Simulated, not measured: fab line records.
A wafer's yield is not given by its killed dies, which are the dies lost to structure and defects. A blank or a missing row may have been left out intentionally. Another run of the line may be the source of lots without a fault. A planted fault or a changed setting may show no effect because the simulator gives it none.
Comparing a struck lot with a sound one	flow n5Finfet	16 steps out of a route of 1938
Sound: these wafers, L982.1, L982.2, L982.5. Struck: wafers L994.1, L994.6 (left out: L994.2, a lot-mate that was not struck); the cause follows at the end.
At each step with rows: each side's tool, then ch and its chambers, then its first start. Under that, the readings that differ: sound wafers	struck wafers	difference of the means	sigmas: that difference in standard deviations of wafers without a fault.
alike: readings whose means differ by less than 2 such deviations, and words and numbers that are the same on both sides. not compared: withheld readings, readings that some wafer has no value for, bounds like >300 that may hide the same value, and numbers for which the record gives no deviation and whose values overlap.
The two part at a step that has a row with sigmas, a row that says differs or no value, or rows on one side only. Non-overlapping numbers with no deviation appear without sigmas and do not part them. Lack of a reading on every wafer of one side parts them only where that side has two or more wafers.

first, 1 step without rows for these wafers: N5_BEOL_M0_CUTY_STRIP_64 (strips in N2/H2).
N5_BEOL_M0_ETCH_138: etches SiCN in CH3F/O2, target depth 12 nm, time 31.6 s.
  sound on rieDiel-04 ch 0,1,2, day 5 16:35; struck on rieDiel-01 ch 0,3, day 8 17:37
  alike: biasW, chamberPressureMTorr, drypumpMotorCurrentA, etchRfOnTimeS, oesProductAu, rfVppV, showerheadPlenumPTorr, throttleValvePct
  not compared: rfHoursCounterH
N5_BEOL_M0_HM_OPEN_105: chemistry Cl2/BCl3, target TiN, target depth 12 nm.
  sound on rieMetal-01 ch 0,1, day 5 19:36; struck on rieMetal-02 ch 0,1, day 8 18:04
reading	sound	struck	difference	sigmas
chamberPressureMTorr (mTorr)	10.007 10.011 10.017	9.995 9.980	-0.024	-3
  alike: drypumpMotorCurrentA, oes_ar_750_au, oesProductAu, throttleValvePct
  not compared: rfHoursCounterH
N5_BEOL_M0_STRIP_140: strips in CF4.
  sound on rieDiel-05 ch 0,2, day 5 19:46; struck on rieDiel-01 ch 1,2, day 8 18:14
  alike: chamberPressureMTorr, drypumpMotorCurrentA, oesProductAu, rfVppV, showerheadPlenumPTorr, throttleValvePct
  not compared: rfHoursCounterH
then, 2 steps without rows for these wafers: N5_BEOL_M0_STRIP_104 (strips in N2/H2); N5_BEOL_M0_WET_ETCH_106 (etches SiO2 in DHF, target depth 130 nm, rinse time 30 s).
N5_BEOL_M0_ETCH_128: etches SiCN in CF4/N2, target depth 12 nm, overetch 5.1 nm, time 21.4 s.
  sound on rieDiel-04 ch 1,3, day 5 19:55; struck on rieDiel-01 ch 0,3, day 8 18:22
  alike: biasW, chamberPressureMTorr, drypumpMotorCurrentA, oesProductAu, rfVppV, showerheadPlenumPTorr, throttleValvePct
  not compared: rfHoursCounterH
then, 1 step without rows for these wafers: N5_BEOL_M0_TRENCH_ETCH_107 (etches SiOC in C4F6/O2, target depth 32.8 nm, time 16.4 s).
N5_BEOL_M0_STRIP_142: strips in N2/H2, time 10 s.
  sound on rieDiel-04 ch 1,3, day 5 19:59; struck on rieDiel-01 ch 0,3, day 8 18:26
  alike: chamberPressureMTorr, drypumpMotorCurrentA, oesProductAu, rfVppV, showerheadPlenumPTorr, throttleValvePct
  not compared: rfHoursCounterH
N5_BEOL_M0_OCD_MEAS_108:
  struck on ocd-02, day 8 18:31; sound on ocd-02, day 5 20:04
  alike: trenchDepthNm
then, 2 steps without rows for these wafers: N5_BEOL_M0_HM_STRIP_129 (strips TiN in peroxide tin strip, target depth 17 nm, time 108 s); N5_BEOL_M0_SRD_130 (time 30 s).
N5_BEOL_M0_ETCH_109: etches SiCN in CH3F/O2, target depth 8 nm, overetch 2.4 nm, time 27.4 s.
  sound on rieDiel-05 ch 0,1, day 5 20:10; struck on rieDiel-05 ch 3, day 8 18:40
reading	sound	struck	difference	sigmas
biasW (W)	75.15 74.87 75.02	63.37 63.21	-11.72	-53
rfVppV (V)	296.6 297.7 295.2	264.9 264.1	-32.0	-23
  alike: chamberPressureMTorr, drypumpMotorCurrentA, oesProductAu, showerheadPlenumPTorr, throttleValvePct
  not compared: rfHoursCounterH
then, 1 step without rows for these wafers: N5_BEOL_M0_STRIP_139 (strips in post etch residue remover, time 60 s).
-- record jumps: 5 days separate the struck wafers' starts on either side; left off in module BEOL_M0, taken up again in module BEOL_M4, whose first shown step is the route's number 1111 --
N5_BEOL_M4_RC_MEAS_101:
  sound on prober-01 ch 0, day 10 14:47; struck on prober-02 ch 0, day 13 12:13
  alike: DIBL_N, DIBL_P, IOFF_N, IOFF_P, ION_N, ION_P, SS_N, SS_P, VT_N, VT_P
-- the record jumps here: 4 days lie between the struck wafers' starts before and after (it left off in module BEOL_M4 and takes up again in module PASSIVATION, whose first step shown is number 1936 of the route) --
N5_PASSIVATION_PROBE_49:
  rows exist in the record for the struck wafers here (prober-01, day 17 21:14), but not for the sound ones

== WHERE THEY PART ==
At N5_BEOL_M0_HM_OPEN_105 first; at N5_PASSIVATION_PROBE_49 last (within this record only).

WHY: what the simulator had put in
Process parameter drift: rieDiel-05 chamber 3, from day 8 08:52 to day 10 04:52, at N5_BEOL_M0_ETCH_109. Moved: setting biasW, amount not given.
